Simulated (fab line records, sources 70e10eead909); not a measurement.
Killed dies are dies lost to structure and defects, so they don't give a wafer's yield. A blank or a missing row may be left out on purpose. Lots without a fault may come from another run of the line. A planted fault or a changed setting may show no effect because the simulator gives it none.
Chamber matching | flow nand_harc | NHARC_A_M1_DESCUM_14 on rie_diel-10: 4 sister chambers
The step chemistry O2, time 3 s. 16 wafers are shown with their chamber, then 8 later ones without.

WAFERS WITH THEIR CHAMBER
wafer  | chamber | drypump_motor_current_A (A) | oes_product_au (a.u.) | rf_vpp_V (V)
L076.1 | 1       | 6.0                         | 0.991                 | 58.3
L076.2 | 3       | 6.0                         | 0.988                 | 57.9
L076.6 | 1       | 5.9                         | 0.996                 | 58.2
L082.1 | 0       | 6.0                         | 1.011                 | 57.0
L082.2 | 1       | 6.0                         | 1.000                 | 57.8
L082.4 | 2       | 5.7                         | 1.010                 | 56.9
L090.1 | 3       | 6.0                         | 1.000                 | 56.8
L090.3 | 0       | 6.1                         | 1.001                 | 58.5
L090.6 | 1       | 5.9                         | 0.995                 | 55.5
L088.1 | 1       | 5.9                         | 0.996                 | 59.5
L088.5 | 3       | 5.9                         | 0.987                 | 56.8
L088.6 | 2       | 5.8                         | 0.995                 | 59.8
L091.2 | 2       | 5.8                         | 0.998                 | 57.9
L091.4 | 1       | 6.0                         | 0.995                 | 57.3
L091.6 | 1       | 5.9                         | 1.001                 | 57.9
L093.3 | 2       | 5.8                         | 1.023                 | 58.0

SIGNATURES (means of the wafers above)
reading                 | chamber 0 | chamber 1 | chamber 2 | chamber 3 | scatter within a chamber
drypump_motor_current_A | 6.050     | 5.943     | 5.775     | 5.967     | 0.055
oes_product_au          | 1.00600   | 0.99629   | 1.00650   | 0.99167   | 0.0077
rf_vpp_V                | 57.750    | 57.786    | 58.150    | 57.167    | 1.12
Rule: a wafer's distance from a chamber is the root of the sum, over the readings, of the square of ((its reading less the chamber's mean) divided by the reading's scatter). The wafer belongs to the nearest chamber; if the next one is less than 2 further off, it can't be placed. The scatter: the root of (the sum of the squares of (reading less its chamber's mean) over the shown wafers, divided by (wafers less chambers)).

WAFERS WITHOUT THEIR CHAMBER
wafer  | drypump_motor_current_A (A) | oes_product_au (a.u.) | rf_vpp_V (V)
L093.5 | 5.8                         | 1.021                 | 57.9
L093.6 | 6.0                         | 1.012                 | 55.9
L095.1 | 6.0                         | 1.004                 | 58.5
L095.5 | 6.0                         | 0.996                 | 58.5
L095.6 | 5.7                         | 1.001                 | 58.1
L097.1 | 5.8                         | 1.009                 | 57.6
L097.3 | 6.0                         | 0.998                 | 56.4
L097.6 | 6.0                         | 0.993                 | 59.6

WHICH CHAMBER EACH WENT THROUGH
wafer  | from the rows above          | in truth
L093.5 | 2                            | 2
L093.6 | can't be placed: 0 or 1 or 3 | 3
L095.1 | can't be placed: 0 or 1 or 3 | 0
L095.5 | can't be placed: 1 or 3 or 0 | 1
L095.6 | 2                            | 2
L097.1 | 2                            | 2
L097.3 | can't be placed: 3 or 1 or 0 | 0
L097.6 | can't be placed: 1 or 3 or 0 | 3
Placed correctly: 3 of 8. Can't be placed from these rows: 5 (the true chamber is among the candidates in 5). Placed wrongly: 0.
